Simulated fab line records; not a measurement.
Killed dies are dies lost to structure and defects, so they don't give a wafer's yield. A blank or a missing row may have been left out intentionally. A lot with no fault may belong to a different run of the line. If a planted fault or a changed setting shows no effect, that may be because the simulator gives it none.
fab line records || flow nand_harc
record: {"lots": 6, "wafers": 18, "last_day": 24}
route steps=1159 shown A_ONON_D1@424 END@1159
lots untouched by any fault: they come from a run of this same line in which no faults occurred
start_h: hours from the record's first day to the start of the lot's first wafer shown || wait_h: hours elapsed since this lot's preceding step || " repeats the value in the row above || L1.1+2: a row that stands for several wafers || - either no value or no given start || * or withheld: withheld || < > ~ a bound
route shown NAME@n: NAME is a module with steps in the file, n the number in the route of the first one || usual: the fault-free wafers' mean and standard deviation || same: alike in all rows || chamber/n: place in a boat || sites: per-site readings || _std_site: standard deviation of those values || _edge_site: outer sites' mean less inner sites' || radius_mm: for every site, how far away it sits from the centre of the wafer || mask NAME#n: copy n || behind: the last tool/chamber to shape the wafer || hold: why the lot was held/for how many hours/how that ended || device: the n, p or np transistor that did not switch || end of line: the route-end tests of the same wafers || a step given without rows: its recipe and nothing more || killed: the dies lost at the first sort to structure and to defects; this is not the yield of the wafer || map: the dies of a wafer, with x for killed, . for not killed, _ for no die there
set.NAME: setting as actually run; set.NAME@STEP: the setting as run at that earlier step || model.NAME: the simulator's own value behind a step, which no gauge read
lots at selected steps of the route; one table per step, one row per wafer
services: a tool's chamber out of use, with start hour (start_h, from the record's first day; less than 0 if before it), hours out, and reason
== steps ==
step: NHARC_A_ONON_D1_DEP_00
recipe: {"target_thk_a": 10000, "n2_flow_sccm": 2750, "n2o_flow_sccm": 2000, "nh3_flow_sccm": 500, "sih4_flow_sccm": 210, "temp_c": 400}
step: NHARC_A_ONON_D1_THK_MEAS_02
recipe: {"thk_meas_gauge": "ellipsometry"}
usual: {"thk_nm": "1000/12"}
{"lot.wafer": "L210.2", "tool": "film_metro-02", "chamber": "-", "start_h": 175.68, "wait_h": "-", "thk_nm": 997}
{"lot.wafer": "L210.4", "tool": "film_metro-02", "chamber": "-", "start_h": 175.68, "wait_h": "-", "thk_nm": 997}
{"lot.wafer": "L210.5", "tool": "film_metro-02", "chamber": "-", "start_h": 175.68, "wait_h": "-", "thk_nm": 997}
{"lot.wafer": "L212.1", "tool": "film_metro-02", "chamber": "-", "start_h": 181.53, "wait_h": "-", "thk_nm": 997}
{"lot.wafer": "L212.3", "tool": "film_metro-02", "chamber": "-", "start_h": 181.53, "wait_h": "-", "thk_nm": 997}
{"lot.wafer": "L212.4", "tool": "film_metro-02", "chamber": "-", "start_h": 181.53, "wait_h": "-", "thk_nm": 997}
{"lot.wafer": "L219.1", "tool": "film_metro-02", "chamber": "-", "start_h": 221.38, "wait_h": "-", "thk_nm": 993}
{"lot.wafer": "L219.5", "tool": "film_metro-02", "chamber": "-", "start_h": 221.38, "wait_h": "-", "thk_nm": 992}
{"lot.wafer": "L219.6", "tool": "film_metro-02", "chamber": "-", "start_h": 221.38, "wait_h": "-", "thk_nm": 994}
{"lot.wafer": "L220.1", "tool": "film_metro-01", "chamber": "-", "start_h": 249.78, "wait_h": "-", "thk_nm": 1006}
{"lot.wafer": "L220.2", "tool": "film_metro-01", "chamber": "-", "start_h": 249.78, "wait_h": "-", "thk_nm": 1005}
{"lot.wafer": "L220.5", "tool": "film_metro-01", "chamber": "-", "start_h": 249.78, "wait_h": "-", "thk_nm": 1007}
{"lot.wafer": "L223.1", "tool": "film_metro-01", "chamber": "-", "start_h": 255.07, "wait_h": "-", "thk_nm": 1009}
{"lot.wafer": "L223.2", "tool": "film_metro-01", "chamber": "-", "start_h": 255.07, "wait_h": "-", "thk_nm": 1009}
{"lot.wafer": "L223.6", "tool": "film_metro-01", "chamber": "-", "start_h": 255.07, "wait_h": "-", "thk_nm": 1007}
{"lot.wafer": "L226.3", "tool": "film_metro-01", "chamber": "-", "start_h": 261.80, "wait_h": "-", "thk_nm": 993}
{"lot.wafer": "L226.4", "tool": "film_metro-01", "chamber": "-", "start_h": 261.80, "wait_h": "-", "thk_nm": 992}
{"lot.wafer": "L226.6", "tool": "film_metro-01", "chamber": "-", "start_h": 261.80, "wait_h": "-", "thk_nm": 994}
step: NHARC_A_ONON_D1_DEP_03
recipe: {"target_thk_a": 10000, "n2_flow_sccm": 2750, "n2o_flow_sccm": 2000, "nh3_flow_sccm": 500, "sih4_flow_sccm": 210, "temp_c": 400}
step: NHARC_A_ONON_D1_THK_MEAS_05
recipe: {"thk_meas_gauge": "ellipsometry"}
usual: {"thk_nm": "1000/7.1"}
{"lot.wafer": "L210.2", "tool": "film_metro-01", "chamber": "-", "start_h": 176.25, "wait_h": "-", "thk_nm": 985}
{"lot.wafer": "L210.4", "tool": "film_metro-01", "chamber": "-", "start_h": 176.25, "wait_h": "-", "thk_nm": 987}
{"lot.wafer": "L210.5", "tool": "film_metro-01", "chamber": "-", "start_h": 176.25, "wait_h": "-", "thk_nm": 985}
{"lot.wafer": "L212.1", "tool": "film_metro-02", "chamber": "-", "start_h": 182.22, "wait_h": "-", "thk_nm": 993}
{"lot.wafer": "L212.3", "tool": "film_metro-02", "chamber": "-", "start_h": 182.22, "wait_h": "-", "thk_nm": 993}
{"lot.wafer": "L212.4", "tool": "film_metro-02", "chamber": "-", "start_h": 182.22, "wait_h": "-", "thk_nm": 993}
{"lot.wafer": "L219.1", "tool": "film_metro-01", "chamber": "-", "start_h": 221.94, "wait_h": "-", "thk_nm": 997}
{"lot.wafer": "L219.5", "tool": "film_metro-01", "chamber": "-", "start_h": 221.94, "wait_h": "-", "thk_nm": 999}
{"lot.wafer": "L219.6", "tool": "film_metro-01", "chamber": "-", "start_h": 221.94, "wait_h": "-", "thk_nm": 999}
{"lot.wafer": "L220.1", "tool": "film_metro-01", "chamber": "-", "start_h": 250.35, "wait_h": "-", "thk_nm": 1007}
{"lot.wafer": "L220.2", "tool": "film_metro-01", "chamber": "-", "start_h": 250.35, "wait_h": "-", "thk_nm": 1004}
{"lot.wafer": "L220.5", "tool": "film_metro-01", "chamber": "-", "start_h": 250.35, "wait_h": "-", "thk_nm": 1008}
{"lot.wafer": "L223.1", "tool": "film_metro-01", "chamber": "-", "start_h": 255.64, "wait_h": "-", "thk_nm": 1012}
{"lot.wafer": "L223.2", "tool": "film_metro-01", "chamber": "-", "start_h": 255.64, "wait_h": "-", "thk_nm": 1011}
{"lot.wafer": "L223.6", "tool": "film_metro-01", "chamber": "-", "start_h": 255.64, "wait_h": "-", "thk_nm": 1012}
{"lot.wafer": "L226.3", "tool": "film_metro-01", "chamber": "-", "start_h": 262.37, "wait_h": "-", "thk_nm": 1007}
{"lot.wafer": "L226.4", "tool": "film_metro-01", "chamber": "-", "start_h": 262.37, "wait_h": "-", "thk_nm": 1008}
{"lot.wafer": "L226.6", "tool": "film_metro-01", "chamber": "-", "start_h": 262.37, "wait_h": "-", "thk_nm": 1007}
step: NHARC_A_ONON_D1_DEP_06
recipe: {"target_thk_a": 10000, "n2_flow_sccm": 2750, "n2o_flow_sccm": 2000, "nh3_flow_sccm": 500, "sih4_flow_sccm": 210, "temp_c": 400}
step: NHARC_A_ONON_D1_THK_MEAS_08
recipe: {"thk_meas_gauge": "ellipsometry"}
usual: {"thk_nm": "999/8.4"}
{"lot.wafer": "L210.2", "tool": "film_metro-01", "chamber": "-", "start_h": 176.81, "wait_h": "-", "thk_nm": 994}
{"lot.wafer": "L210.4", "tool": "film_metro-01", "chamber": "-", "start_h": 176.81, "wait_h": "-", "thk_nm": 996}
{"lot.wafer": "L210.5", "tool": "film_metro-01", "chamber": "-", "start_h": 176.81, "wait_h": "-", "thk_nm": 995}
{"lot.wafer": "L212.1", "tool": "film_metro-02", "chamber": "-", "start_h": 182.79, "wait_h": "-", "thk_nm": 1006}
{"lot.wafer": "L212.3", "tool": "film_metro-02", "chamber": "-", "start_h": 182.79, "wait_h": "-", "thk_nm": 1006}
{"lot.wafer": "L212.4", "tool": "film_metro-02", "chamber": "-", "start_h": 182.79, "wait_h": "-", "thk_nm": 1004}
{"lot.wafer": "L219.1", "tool": "film_metro-01", "chamber": "-", "start_h": 222.51, "wait_h": "-", "thk_nm": 1005}
{"lot.wafer": "L219.5", "tool": "film_metro-01", "chamber": "-", "start_h": 222.51, "wait_h": "-", "thk_nm": 1003}
{"lot.wafer": "L219.6", "tool": "film_metro-01", "chamber": "-", "start_h": 222.51, "wait_h": "-", "thk_nm": 1004}
{"lot.wafer": "L220.1", "tool": "film_metro-02", "chamber": "-", "start_h": 250.92, "wait_h": "-", "thk_nm": 1004}
{"lot.wafer": "L220.2", "tool": "film_metro-02", "chamber": "-", "start_h": 250.92, "wait_h": "-", "thk_nm": 1003}
{"lot.wafer": "L220.5", "tool": "film_metro-02", "chamber": "-", "start_h": 250.92, "wait_h": "-", "thk_nm": 1005}
{"lot.wafer": "L223.1", "tool": "film_metro-01", "chamber": "-", "start_h": 256.21, "wait_h": "-", "thk_nm": 1004}
{"lot.wafer": "L223.2", "tool": "film_metro-01", "chamber": "-", "start_h": 256.21, "wait_h": "-", "thk_nm": 1004}
{"lot.wafer": "L223.6", "tool": "film_metro-01", "chamber": "-", "start_h": 256.21, "wait_h": "-", "thk_nm": 1005}
{"lot.wafer": "L226.3", "tool": "film_metro-02", "chamber": "-", "start_h": 262.94, "wait_h": "-", "thk_nm": 1001}
{"lot.wafer": "L226.4", "tool": "film_metro-02", "chamber": "-", "start_h": 262.94, "wait_h": "-", "thk_nm": 1001}
{"lot.wafer": "L226.6", "tool": "film_metro-02", "chamber": "-", "start_h": 262.94, "wait_h": "-", "thk_nm": 1001}
step: NHARC_A_ONON_D1_DEP_09
recipe: {"target_thk_a": 10000, "n2_flow_sccm": 2750, "n2o_flow_sccm": 2000, "nh3_flow_sccm": 500, "sih4_flow_sccm": 210, "temp_c": 400}
step: NHARC_A_ONON_D1_THK_MEAS_11
recipe: {"thk_meas_gauge": "ellipsometry"}
usual: {"thk_nm": "1003/6.4"}
{"lot.wafer": "L210.2", "tool": "film_metro-02", "chamber": "-", "start_h": 177.37, "wait_h": "-", "thk_nm": 997}
{"lot.wafer": "L210.4", "tool": "film_metro-02", "chamber": "-", "start_h": 177.37, "wait_h": "-", "thk_nm": 999}
{"lot.wafer": "L210.5", "tool": "film_metro-02", "chamber": "-", "start_h": 177.37, "wait_h": "-", "thk_nm": 996}
{"lot.wafer": "L212.1", "tool": "film_metro-01", "chamber": "-", "start_h": 183.36, "wait_h": "-", "thk_nm": 998}
{"lot.wafer": "L212.3", "tool": "film_metro-01", "chamber": "-", "start_h": 183.36, "wait_h": "-", "thk_nm": 1001}
{"lot.wafer": "L212.4", "tool": "film_metro-01", "chamber": "-", "start_h": 183.36, "wait_h": "-", "thk_nm": 1001}
{"lot.wafer": "L219.1", "tool": "film_metro-02", "chamber": "-", "start_h": 223.08, "wait_h": "-", "thk_nm": 1014}
{"lot.wafer": "L219.5", "tool": "film_metro-02", "chamber": "-", "start_h": 223.08, "wait_h": "-", "thk_nm": 1011}
{"lot.wafer": "L219.6", "tool": "film_metro-02", "chamber": "-", "start_h": 223.08, "wait_h": "-", "thk_nm": 1012}
{"lot.wafer": "L220.1", "tool": "film_metro-01", "chamber": "-", "start_h": 251.49, "wait_h": "-", "thk_nm": 1010}
{"lot.wafer": "L220.2", "tool": "film_metro-01", "chamber": "-", "start_h": 251.49, "wait_h": "-", "thk_nm": 1011}
{"lot.wafer": "L220.5", "tool": "film_metro-01", "chamber": "-", "start_h": 251.49, "wait_h": "-", "thk_nm": 1010}
{"lot.wafer": "L223.1", "tool": "film_metro-02", "chamber": "-", "start_h": 256.78, "wait_h": "-", "thk_nm": 998}
{"lot.wafer": "L223.2", "tool": "film_metro-02", "chamber": "-", "start_h": 256.78, "wait_h": "-", "thk_nm": 998}
{"lot.wafer": "L223.6", "tool": "film_metro-02", "chamber": "-", "start_h": 256.78, "wait_h": "-", "thk_nm": 999}
{"lot.wafer": "L226.3", "tool": "film_metro-02", "chamber": "-", "start_h": 263.51, "wait_h": "-", "thk_nm": 992}
{"lot.wafer": "L226.4", "tool": "film_metro-02", "chamber": "-", "start_h": 263.51, "wait_h": "-", "thk_nm": 990}
{"lot.wafer": "L226.6", "tool": "film_metro-02", "chamber": "-", "start_h": 263.51, "wait_h": "-", "thk_nm": 989}
step: NHARC_A_ONON_D1_DEP_12
recipe: {"target_thk_a": 10000, "n2_flow_sccm": 2750, "n2o_flow_sccm": 2000, "nh3_flow_sccm": 500, "sih4_flow_sccm": 210, "temp_c": 400}
step: NHARC_A_ONON_D1_THK_MEAS_14
recipe: {"thk_meas_gauge": "ellipsometry"}
usual: {"thk_nm": "1002/10"}
{"lot.wafer": "L210.2", "tool": "film_metro-01", "chamber": "-", "start_h": 177.94, "wait_h": "-", "thk_nm": 992}
{"lot.wafer": "L210.4", "tool": "film_metro-01", "chamber": "-", "start_h": 177.94, "wait_h": "-", "thk_nm": 993}
{"lot.wafer": "L210.5", "tool": "film_metro-01", "chamber": "-", "start_h": 177.94, "wait_h": "-", "thk_nm": 989}
{"lot.wafer": "L212.1", "tool": "film_metro-02", "chamber": "-", "start_h": 183.98, "wait_h": "-", "thk_nm": 976}
{"lot.wafer": "L212.3", "tool": "film_metro-02", "chamber": "-", "start_h": 183.98, "wait_h": "-", "thk_nm": 977}
{"lot.wafer": "L212.4", "tool": "film_metro-02", "chamber": "-", "start_h": 183.98, "wait_h": "-", "thk_nm": 977}
{"lot.wafer": "L219.1", "tool": "film_metro-01", "chamber": "-", "start_h": 223.65, "wait_h": "-", "thk_nm": 990}
{"lot.wafer": "L219.5", "tool": "film_metro-01", "chamber": "-", "start_h": 223.65, "wait_h": "-", "thk_nm": 991}
{"lot.wafer": "L219.6", "tool": "film_metro-01", "chamber": "-", "start_h": 223.65, "wait_h": "-", "thk_nm": 992}
{"lot.wafer": "L220.1", "tool": "film_metro-01", "chamber": "-", "start_h": 252.06, "wait_h": "-", "thk_nm": 1008}
{"lot.wafer": "L220.2", "tool": "film_metro-01", "chamber": "-", "start_h": 252.06, "wait_h": "-", "thk_nm": 1008}
{"lot.wafer": "L220.5", "tool": "film_metro-01", "chamber": "-", "start_h": 252.06, "wait_h": "-", "thk_nm": 1005}
{"lot.wafer": "L223.1", "tool": "film_metro-01", "chamber": "-", "start_h": 257.34, "wait_h": "-", "thk_nm": 996}
{"lot.wafer": "L223.2", "tool": "film_metro-01", "chamber": "-", "start_h": 257.34, "wait_h": "-", "thk_nm": 999}
{"lot.wafer": "L223.6", "tool": "film_metro-01", "chamber": "-", "start_h": 257.34, "wait_h": "-", "thk_nm": 999}
{"lot.wafer": "L226.3", "tool": "film_metro-02", "chamber": "-", "start_h": 264.08, "wait_h": "-", "thk_nm": 1016}
{"lot.wafer": "L226.4", "tool": "film_metro-02", "chamber": "-", "start_h": 264.08, "wait_h": "-", "thk_nm": 1016}
{"lot.wafer": "L226.6", "tool": "film_metro-02", "chamber": "-", "start_h": 264.08, "wait_h": "-", "thk_nm": 1016}
step: NHARC_A_ONON_D1_ANNEAL_15
recipe: {"temp_c": 750, "time_s": 3600}
step: NHARC_A_ONON_D1_DEP_16
recipe: {"target_thk_a": 10000, "n2_flow_sccm": 2750, "n2o_flow_sccm": 2000, "nh3_flow_sccm": 500, "sih4_flow_sccm": 210, "temp_c": 400}
{"lot.wafer": "L210.2+4+5", "tool": "pecvd_onon-04", "chamber": 0, "start_h": 184.54, "wait_h": 0.1}
{"lot.wafer": "L212.1+3+4", "tool": "pecvd_onon-02", "chamber": 0, "start_h": 192.16, "wait_h": 0.1}
{"lot.wafer": "L219.1+5+6", "tool": "pecvd_onon-04", "chamber": 0, "start_h": 231.29, "wait_h": 0.1}
{"lot.wafer": "L220.1+2+5", "tool": "pecvd_onon-04", "chamber": 0, "start_h": 258.61, "wait_h": 0.1}
{"lot.wafer": "L223.1+2+6", "tool": "pecvd_onon-03", "chamber": 0, "start_h": 263.91, "wait_h": 0.1}
{"lot.wafer": "L226.3+4+6", "tool": "pecvd_onon-03", "chamber": 0, "start_h": 273.44, "wait_h": 0.2}
step: NHARC_A_ONON_D1_THK_MEAS_18
recipe: {"thk_meas_gauge": "ellipsometry"}
usual: {"thk_nm": "1000/10"}
{"lot.wafer": "L210.2", "tool": "film_metro-01", "chamber": "-", "start_h": 184.99, "wait_h": "-", "thk_nm": 1000}
{"lot.wafer": "L210.4", "tool": "film_metro-01", "chamber": "-", "start_h": 184.99, "wait_h": "-", "thk_nm": 1002}
{"lot.wafer": "L210.5", "tool": "film_metro-01", "chamber": "-", "start_h": 184.99, "wait_h": "-", "thk_nm": 1002}
{"lot.wafer": "L212.1", "tool": "film_metro-01", "chamber": "-", "start_h": 192.69, "wait_h": "-", "thk_nm": 982}
{"lot.wafer": "L212.3", "tool": "film_metro-01", "chamber": "-", "start_h": 192.69, "wait_h": "-", "thk_nm": 984}
{"lot.wafer": "L212.4", "tool": "film_metro-01", "chamber": "-", "start_h": 192.69, "wait_h": "-", "thk_nm": 981}
{"lot.wafer": "L219.1", "tool": "film_metro-01", "chamber": "-", "start_h": 231.83, "wait_h": "-", "thk_nm": 1003}
{"lot.wafer": "L219.5", "tool": "film_metro-01", "chamber": "-", "start_h": 231.83, "wait_h": "-", "thk_nm": 1004}
{"lot.wafer": "L219.6", "tool": "film_metro-01", "chamber": "-", "start_h": 231.83, "wait_h": "-", "thk_nm": 1688}
{"lot.wafer": "L220.1", "tool": "film_metro-01", "chamber": "-", "start_h": 259.15, "wait_h": "-", "thk_nm": 989}
{"lot.wafer": "L220.2", "tool": "film_metro-01", "chamber": "-", "start_h": 259.15, "wait_h": "-", "thk_nm": 1675}
{"lot.wafer": "L220.5", "tool": "film_metro-01", "chamber": "-", "start_h": 259.15, "wait_h": "-", "thk_nm": 988}
{"lot.wafer": "L223.1", "tool": "film_metro-02", "chamber": "-", "start_h": 264.43, "wait_h": "-", "thk_nm": 990}
{"lot.wafer": "L223.2", "tool": "film_metro-02", "chamber": "-", "start_h": 264.43, "wait_h": "-", "thk_nm": 991}
{"lot.wafer": "L223.6", "tool": "film_metro-02", "chamber": "-", "start_h": 264.43, "wait_h": "-", "thk_nm": 992}
{"lot.wafer": "L226.3", "tool": "film_metro-01", "chamber": "-", "start_h": 273.83, "wait_h": "-", "thk_nm": 985}
{"lot.wafer": "L226.4", "tool": "film_metro-01", "chamber": "-", "start_h": 273.83, "wait_h": "-", "thk_nm": 985}
{"lot.wafer": "L226.6", "tool": "film_metro-01", "chamber": "-", "start_h": 273.83, "wait_h": "-", "thk_nm": 985}
step: NHARC_A_ONON_D1_DEP_19
recipe: {"target_thk_a": 10000, "n2_flow_sccm": 2750, "n2o_flow_sccm": 2000, "nh3_flow_sccm": 500, "sih4_flow_sccm": 210, "temp_c": 400}
step: NHARC_END_SORT_01
recipe: {"temp_c": 25}
usual: {"killed_at_array": "28/11", "killed_at_other": "0.7/0.88", "killed_at_periphery": "3.1/2.2", "killed_dies": "31/12", "killed_open": "3.3/2", "killed_short": "2.0/1.6"}
same: {"gross_dies": 677}
{"lot.wafer": "L212.1", "tool": "prober-02", "chamber": 0, "start_h": 467.06, "wait_h": 2.5, "killed_at_array": 10, "killed_at_other": 0, "killed_at_periphery": 2, "killed_dies": 12, "killed_open": 2, "killed_short": 2}
{"lot.wafer": "L212.4", "tool": "prober-02", "chamber": 0, "start_h": 469.48, "wait_h": 3.4, "killed_at_array": 10, "killed_at_other": 1, "killed_at_periphery": 5, "killed_dies": 16, "killed_open": 3, "killed_short": 5}
{"lot.wafer": "L219.1", "tool": "prober-01", "chamber": 0, "start_h": 501.93, "wait_h": 2.5, "killed_at_array": 29, "killed_at_other": 0, "killed_at_periphery": 0, "killed_dies": 29, "killed_open": 0, "killed_short": 0}
{"lot.wafer": "L219.5", "tool": "prober-01", "chamber": 0, "start_h": 505.12, "wait_h": 3.7, "killed_at_array": 28, "killed_at_other": 0, "killed_at_periphery": 3, "killed_dies": 31, "killed_open": 2, "killed_short": 2}
{"lot.wafer": "L219.6", "tool": "prober-01", "chamber": 0, "start_h": 505.92, "wait_h": 4.0, "killed_at_array": 674, "killed_at_other": 0, "killed_at_periphery": 3, "killed_dies": 677, "killed_open": 4, "killed_short": 2}
{"lot.wafer": "L220.1", "tool": "prober-02", "chamber": 0, "start_h": 524.48, "wait_h": 2.5, "killed_at_array": 42, "killed_at_other": 0, "killed_at_periphery": 2, "killed_dies": 44, "killed_open": 5, "killed_short": 1}
{"lot.wafer": "L220.2", "tool": "prober-02", "chamber": 0, "start_h": 525.28, "wait_h": 2.8, "killed_at_array": 671, "killed_at_other": 1, "killed_at_periphery": 5, "killed_dies": 677, "killed_open": 2, "killed_short": 3}
{"lot.wafer": "L223.2", "tool": "prober-02", "chamber": 0, "start_h": 544.88, "wait_h": 2.8, "killed_at_array": 22, "killed_at_other": 0, "killed_at_periphery": 1, "killed_dies": 23, "killed_open": 6, "killed_short": 1}
killed by level:class
L212.1 A_CHANNEL_HOLE_D1:chamber_film_flake=4 A_CONTACT:chamber_film_flake=2 P_CONTACT:geometric_particle:short=1 P_M0:geometric_particle:open=1 A_ONON_D1:geometric_particle:open=1 A_WL_FILL:geometric_particle:short=1 A_WL_FILL:chamber_film_flake=1 A_BLC:chamber_film_flake=1
L212.4 P_GATE:geometric_particle:short=3 P_GATE:chamber_film_flake=2 A_CONTACT:chamber_film_flake=2 A_ONON_D1:geometric_particle:open=1 A_WL_FILL:geometric_particle:short=1 A_CONTACT:geometric_particle:open=1 A_CONTACT:geometric_particle:short=1 A_M0:geometric_particle:open=1
L219.1 A_SLIT:chamber_film_flake=13 A_STAIRCASE:chamber_film_flake=8 A_CHANNEL_HOLE_D1:chamber_film_flake=5 A_CONTACT:chamber_film_flake=2 A_CHANNEL_FILL_D1:chamber_film_flake=1
L219.5 A_SLIT:chamber_film_flake=15 A_STAIRCASE:chamber_film_flake=3 A_CONTACT:chamber_film_flake=3 A_CHANNEL_HOLE_D1:chamber_film_flake=2 A_WL_FILL:chamber_film_flake=2 P_CONTACT:geometric_particle:open=1 A_CHANNEL_FILL_D1:geometric_particle:short=1 A_CONTACT:geometric_particle:open=1
L219.6 A_ONON_D1:area_dep=650 A_SLIT:chamber_film_flake=8 A_CHANNEL_HOLE_D1:chamber_film_flake=4 A_STAIRCASE:chamber_film_flake=4 A_CONTACT:chamber_film_flake=3 P_CONTACT:geometric_particle:open=2 P_GATE:geometric_particle:short=1 A_ONON_D1:geometric_particle:open=1
L220.1 A_CHANNEL_HOLE_D1:chamber_film_flake=15 A_SLIT:chamber_film_flake=11 A_STAIRCASE:chamber_film_flake=4 A_WL_FILL:geometric_particle:open=2 A_CONTACT:geometric_particle:open=2 A_WL_FILL:chamber_film_flake=2 A_CONTACT:chamber_film_flake=2 P_M0:geometric_particle:open=1
L220.2 A_ONON_D1:area_dep=634 A_CHANNEL_HOLE_D1:chamber_film_flake=12 A_STAIRCASE:chamber_film_flake=9 A_SLIT:chamber_film_flake=7 A_ONON_D1:geometric_particle:short=2 P_ZERO_WELL:chamber_film_flake=2 P_GATE:chamber_film_flake=2 A_SGD_CUT:chamber_film_flake=2
L223.2 A_CONTACT:chamber_film_flake=6 A_CHANNEL_HOLE_D1:chamber_film_flake=5 A_STAIRCASE:chamber_film_flake=4 A_CONTACT:geometric_particle:open=3 P_M0:geometric_particle:open=1 A_WL_FILL:geometric_particle:open=1 A_CONTACT:geometric_particle:short=1 A_M0:geometric_particle:open=1
map L219.6 (x killed, . not)
____________x____________
_________xxxxxxx_________
_______xxxxxxxxxxx_______
______xxxxxxxxxxxxx______
_____xxxxxxxxxxxxxxx_____
____xxxxxxxxxxxxxxxxx____
____xxxxxxxxxxxxxxxxx____
___xxxxxxxxxxxxxxxxxxx___
___xxxxxxxxxxxxxxxxxxx___
__xxxxxxxxxxxxxxxxxxxxx__
__xxxxxxxxxxxxxxxxxxxxx__
_xxxxxxxxxxxxxxxxxxxxxxx_
_xxxxxxxxxxxxxxxxxxxxxxx_
_xxxxxxxxxxxxxxxxxxxxxxx_
_xxxxxxxxxxxxxxxxxxxxxxx_
_xxxxxxxxxxxxxxxxxxxxxxx_
xxxxxxxxxxxxxxxxxxxxxxxxx
xxxxxxxxxxxxxxxxxxxxxxxxx
xxxxxxxxxxxxxxxxxxxxxxxxx
xxxxxxxxxxxxxxxxxxxxxxxxx
xxxxxxxxxxxxxxxxxxxxxxxxx
_xxxxxxxxxxxxxxxxxxxxxxx_
_xxxxxxxxxxxxxxxxxxxxxxx_
_xxxxxxxxxxxxxxxxxxxxxxx_
_xxxxxxxxxxxxxxxxxxxxxxx_
_xxxxxxxxxxxxxxxxxxxxxxx_
__xxxxxxxxxxxxxxxxxxxxx__
__xxxxxxxxxxxxxxxxxxxxx__
___xxxxxxxxxxxxxxxxxxx___
___xxxxxxxxxxxxxxxxxxx___
____xxxxxxxxxxxxxxxxx____
____xxxxxxxxxxxxxxxxx____
_____xxxxxxxxxxxxxxx_____
______xxxxxxxxxxxxx______
_______xxxxxxxxxxx_______
_________xxxxxxx_________
____________x____________
map L220.2 (x killed, . not)
____________x____________
_________xxxxxxx_________
_______xxxxxxxxxxx_______
______xxxxxxxxxxxxx______
_____xxxxxxxxxxxxxxx_____
____xxxxxxxxxxxxxxxxx____
____xxxxxxxxxxxxxxxxx____
___xxxxxxxxxxxxxxxxxxx___
___xxxxxxxxxxxxxxxxxxx___
__xxxxxxxxxxxxxxxxxxxxx__
__xxxxxxxxxxxxxxxxxxxxx__
_xxxxxxxxxxxxxxxxxxxxxxx_
_xxxxxxxxxxxxxxxxxxxxxxx_
_xxxxxxxxxxxxxxxxxxxxxxx_
_xxxxxxxxxxxxxxxxxxxxxxx_
_xxxxxxxxxxxxxxxxxxxxxxx_
xxxxxxxxxxxxxxxxxxxxxxxxx
xxxxxxxxxxxxxxxxxxxxxxxxx
xxxxxxxxxxxxxxxxxxxxxxxxx
xxxxxxxxxxxxxxxxxxxxxxxxx
xxxxxxxxxxxxxxxxxxxxxxxxx
_xxxxxxxxxxxxxxxxxxxxxxx_
_xxxxxxxxxxxxxxxxxxxxxxx_
_xxxxxxxxxxxxxxxxxxxxxxx_
_xxxxxxxxxxxxxxxxxxxxxxx_
_xxxxxxxxxxxxxxxxxxxxxxx_
__xxxxxxxxxxxxxxxxxxxxx__
__xxxxxxxxxxxxxxxxxxxxx__
___xxxxxxxxxxxxxxxxxxx___
___xxxxxxxxxxxxxxxxxxx___
____xxxxxxxxxxxxxxxxx____
____xxxxxxxxxxxxxxxxx____
_____xxxxxxxxxxxxxxx_____
______xxxxxxxxxxxxx______
_______xxxxxxxxxxx_______
_________xxxxxxx_________
____________x____________
== services ==
{"tool": "pecvd_onon-04", "chamber": "-", "start_h": 237.00, "hours": 13.0, "kind": "pm"}
== key ==
first_sign: {"step": "NHARC_A_ONON_D1_THK_MEAS_18", "reading": "thk_nm", "direction": "up", "sigmas": 68, "usual": 1000, "struck": 1682}
effect: {"step": "NHARC_END_SORT_01", "reading": "killed_at_array", "direction": "up", "sigmas": 57, "usual": 28, "struck": 672}
more_kills_born_at: {"NHARC_A_ONON_D1_DEP_16@pecvd_onon-04": 1284}
met_at NHARC_A_ONON_D1_DEP_16
struck_wafers L219.6,L220.2
later_rows_left_out L219.6,L220.2
tester_left_out L219,L220
onset_between 184.54 231.29
fault: {"kind": "process_parameter_drift", "tool": "pecvd_onon-04", "chamber": "-", "onset_h": 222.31, "steps": "NHARC_A_ONON_D1_DEP_16", "channel": "target_thk_a", "offset": "*", "shape": "step", "end_h": 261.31, "scope": "struck_wafers_only", "acts_in": "*", "stated": "*"}
tester_left_out: of these lots the tester's yield and bins aren't shown, on N5 and GAA mostly nor the transistor test; their killed dies are dies lost to structure and defects alone, not to doping, threshold or leakage, so they don't give the yield
later_rows_left_out: the simulator's readings of these wafers behind a module that went badly wrong aren't trusted and aren't shown, but for the sort
